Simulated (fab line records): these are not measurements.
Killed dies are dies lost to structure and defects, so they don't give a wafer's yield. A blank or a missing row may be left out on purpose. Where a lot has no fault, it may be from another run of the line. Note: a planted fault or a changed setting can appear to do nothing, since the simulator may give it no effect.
A struck lot beside a sound one	flow nand_harc	15 out of 1159 route steps
Sound: wafers L949.4, L949.5, L949.6. Struck: wafer L960.6. (L960.5 of the same lot was not struck and is left out.) The cause comes at the end.
Order at every step that has rows: each side's tool, ch and its chambers, its first start. Under that, the readings that differ: sound wafers	struck wafers	difference of the means	sigmas: that difference in standard deviations of wafers without a fault.
alike: readings whose means differ by less than 2 such deviations, and words and numbers that are the same on both sides. not compared: withheld readings, readings that some wafer has no value for, bounds like >300 that may hide the same value, and numbers for which the record gives no deviation and whose values overlap.
Wherever a step has rows on one side only, a row that says differs or no value, or a row with sigmas, the two part there. Numbers that don't overlap but have no deviation are shown without sigmas and don't part them. Lack of a reading on every wafer of one side parts them only where that side has two or more wafers.

first, 6 steps without rows for these wafers: NHARC_P_CONTACT_COAT_06 (resist thk 90 nm); NHARC_P_CONTACT_SOFTBAKE_07 (time 55 s); NHARC_P_CONTACT_EBR_08; NHARC_P_CONTACT_EXPOSE_09 (exposes mask P CA, target cd 90 nm); NHARC_P_CONTACT_PEB_10 (peb time 65 s); NHARC_P_CONTACT_DEVELOP_11 (develop time 35 s).
NHARC_P_CONTACT_CD_MEAS_12: target cd 90 nm.
  sound on cd_sem-01 ch 0, day 6 07:47; struck on cd_sem-03 ch 0, day 9 03:51
  alike: cd_nm
NHARC_P_CONTACT_OVL_MEAS_13:
  sound on overlay-01, day 6 07:53; struck on overlay-02, day 9 03:56
  alike: overlay_x_nm, overlay_y_nm
NHARC_P_CONTACT_INSPECT_14:
  sound on defect_inspect-01, day 6 07:55; struck on defect_inspect-02, day 9 03:59
reading	sound	struck	difference	sigmas
raw_defect_count	1 0 3	7	+6	+3
NHARC_P_CONTACT_DESCUM_17: chemistry O2, time 3 s.
  sound on rie_diel-06 ch 0,1,3, day 6 08:00; struck on rie_diel-09 ch 0, day 9 04:05
  alike: drypump_motor_current_A, oes_product_au, rf_vpp_V, showerhead_plenum_p_Torr, throttle_valve_pct
  not compared: rf_hours_counter_h
NHARC_P_CONTACT_ETCH_35: etches the open film in CF4, target depth 39 nm, time 65 s.
  sound on rie_diel-06 ch 1,2, day 6 08:05; struck on rie_diel-09 ch 0, day 9 04:10
reading	sound	struck	difference	sigmas
rf_vpp_V (V)	152.1 150.9 152.2	148.6	-3.1	-3
showerhead_plenum_p_Torr (Torr)	1.82 1.76 1.82	1.70	-0.10	-2
throttle_valve_pct (%)	13.283 13.283 13.303	13.268	-0.022	-2
  alike: drypump_motor_current_A, oes_product_au, run_length_s
  not compared: rf_hours_counter_h
NHARC_P_CONTACT_ETCH_36: etches the open film in N2/H2, target depth 260 nm, time 406.25 s.
  sound on rie_diel-06 ch 0,1,2; struck on rie_diel-09 ch 3
reading	sound	struck	difference	sigmas
oes_product_au (a.u.)	1.001 1.005 1.010	0.963	-0.042	-3
  alike: drypump_motor_current_A, rf_vpp_V, run_length_s, showerhead_plenum_p_Torr, throttle_valve_pct
  not compared: rf_hours_counter_h
NHARC_P_CONTACT_ETCH_18: etches the open film in C4F8/O2/Ar, target depth 481 nm, time 240.5 s.
  sound on rie_diel-06 ch 0,1,2, day 6 08:32; struck on rie_diel-09 ch 0, day 9 04:35
reading	sound	struck	difference	sigmas
rf_vpp_V (V)	983 983 977	973	-8	-2
run_length_s (s)	260.8 261.9 261.6	206.6	-54.8	-99 or more
  alike: oes_product_au
  not compared: rf_hours_counter_h
then, 1 step without rows for these wafers: NHARC_P_CONTACT_STRIP_37 (strips in C4F8/O2/Ar).
-- jump in the record: it breaks off in module P_CONTACT and resumes in module END (first step shown: number 1159 of the route), and 13 days separate the struck wafers' starts before and after --
NHARC_END_SORT_01:
  here the record holds rows for the struck wafers (prober-02 ch 0, day 22 16:07) but none for the sound ones

## WHERE THEY PART
At NHARC_P_CONTACT_INSPECT_14 first; at NHARC_END_SORT_01 last (within this record only).

WHY: what the simulator had put in
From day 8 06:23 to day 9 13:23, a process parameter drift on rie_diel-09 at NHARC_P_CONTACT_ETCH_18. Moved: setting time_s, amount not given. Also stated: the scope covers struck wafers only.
